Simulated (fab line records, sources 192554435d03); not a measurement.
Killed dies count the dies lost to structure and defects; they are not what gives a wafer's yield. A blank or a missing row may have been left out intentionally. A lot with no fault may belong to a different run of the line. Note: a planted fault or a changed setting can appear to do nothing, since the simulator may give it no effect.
Struck lot and sound lot, side by side :: flow n5-finfet :: 32 out of 1938 route steps
Sound: these wafers, L627.1, L627.4, L627.6. The struck wafers were L615.2, L615.5, L615.6. The cause comes at the end.
For every step that has rows: the tool of each side, followed by ch and its chambers, followed by its first start. Under that, the readings that differ: sound wafers :: struck wafers :: difference of the means :: sigmas: that difference in standard deviations of wafers without a fault.
alike: words and numbers the same on both sides, and readings whose means are apart by under 2 such deviations; not compared: readings that were withheld, readings missing a value for some wafer, numbers with overlapping values and no deviation given by the record, and bounds like >300 which may hide the same value.
Wherever a step has rows on one side only, a row that says differs or no value, or a row with sigmas, the two part there. Numbers that have no deviation but don't overlap get no sigmas and don't part them. A reading that every wafer of one side lacks parts them only if that side has two wafers or more.

first, 10 steps without rows for these wafers: N5_SD_EPI_P_PRECLEAN_51 (cleans in NF3:NH3, afs cycles 1, time 20 s, sublimation time 60 s); N5_SD_EPI_P_VAPOR_ETCH_44 (etches SiGe30 in NF3/Ar, time 3.3 s); N5_SD_EPI_P_EPI_21 (deposits SiGe:B, time 355 s); N5_SD_EPI_P_HM_STRIP_48 (strips SiNx in H3PO4, material SiNx, target depth 3 nm); N5_SD_EPI_P_SRD_49 (time 30 s); N5_SD_EPI_P_PRECLEAN_24 (cleans in O3/DIW, time 45 s); N5_SD_EPI_P_PRECLEAN_32 (cleans in dHF, time 10 s); N5_SD_EPI_P_PRECLEAN_33 (cleans in SC2, time 45 s); N5_SD_EPI_P_SRD_25 (time 30 s); N5_SD_ACTIVATION_RTA_00 (time 0 s).
N5_SD_ACTIVATION_LSA_01: time 0.0008 s.
  sound on laser-anneal-02 ch 0, day 9 10:46; struck on laser-anneal-02 ch 0, day 6 09:49
reading: wafer_temp_C_max
sound: 1088.6 1085.8 1086.0
struck: 1105.4 1106.5 1105.0
difference: +18.8
sigmas: +16
N5_SD_ACTIVATION_RS_MEAS_03: the measuring method here is four-point-probe.
  sound on film-metro-01, day 9 10:58; struck on film-metro-02, day 6 10:01
reading: RS_SD_N (ohm/sq)
sound: 22.27 22.38 22.08
struck: 19.70 20.03 19.90
difference: -2.37
sigmas: -8
  alike: RS_SD_P
then, 19 steps without rows for these wafers: N5_ILD0_LINER_00 (material SiNx, target thk 4 nm, pulse time 1 s, purge time 2 s); N5_ILD0_FCVD_FILL_01 (material SiO2 flowable, target thk 200 nm, time 328.3 s); N5_ILD0_CURE_02 (time 1800 s); N5_ILD0_CMP_03 (polishes, stops on SiNx, t overpolish 1.9 s, target thk 197.38 nm); N5_ILD0_CMP_07 (polishes SiO2 flowable, stops on poly-Si, t overpolish 1.18 s, target thk 138.88 nm); N5_ILD0_PRECLEAN_10 (cleans in NF3:NH3, afs cycles 5, time 20 s, sublimation time 60 s); N5_ILD0_ALD_15 (deposits SiNx, target thk 24 nm, pulse time 1 s, ald cycles 480); N5_ILD0_CMP_12 (polishes SiNx, stops on poly-Si, t overpolish 6 s, target thk 17.67 nm); N5_SDB_HM_DEP_00 (deposits SiNx from SiH4/NH3/N2, target thk 40 nm, time 35.3 s); N5_SDB_COAT_03 (time 60 s, resist thk 100 nm); N5_SDB_COAT_04 (time 60 s, resist thk 18 nm); N5_SDB_COAT_05 (resist thk 90 nm); N5_SDB_EBR_07; N5_SDB_SOFTBAKE_06 (time 60 s); N5_SDB_EXPOSE_08 (exposes mask SDB); N5_SDB_PEB_09 (peb time 60 s); N5_SDB_DEVELOP_10 (develop time 30 s); N5_SDB_DESCUM_16 (chemistry O2, time 7.9 s); N5_SDB_ETCH_17 (etches SiARC in CF4, target depth 23.4 nm, time 39 s).
-- the record jumps here: 4 days lie between the struck wafers' starts before and after (it left off in module SDB and takes up again in module BEOL_M4, whose first step shown is number 1111 of the route) --
N5_BEOL_M4_RC_MEAS_101:
  sound on prober-01 ch 0, day 13 20:33; struck on prober-01 ch 0, day 10 17:32
reading: RC_N (ohm.um)
sound: 15.7 16.0 15.5
struck: 13.7 14.4 13.5
difference: -1.9
sigmas: -5

reading: RS_SD_N (ohm/sq)
sound: 29.6 28.9 29.3
struck: 25.8 25.9 25.7
difference: -3.5
sigmas: -8
  alike: DIBL_N, DIBL_P, IOFF_N, IOFF_P, ION_N, ION_P, SS_N, SS_P, VT_N, VT_P

WHERE THEY PART
First at N5_SD_ACTIVATION_LSA_01; last, within this record, at N5_BEOL_M4_RC_MEAS_101.

WHY: whatever the simulator had introduced
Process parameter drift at N5_SD_ACTIVATION_LSA_01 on laser-anneal-02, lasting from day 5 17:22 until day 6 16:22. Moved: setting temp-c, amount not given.
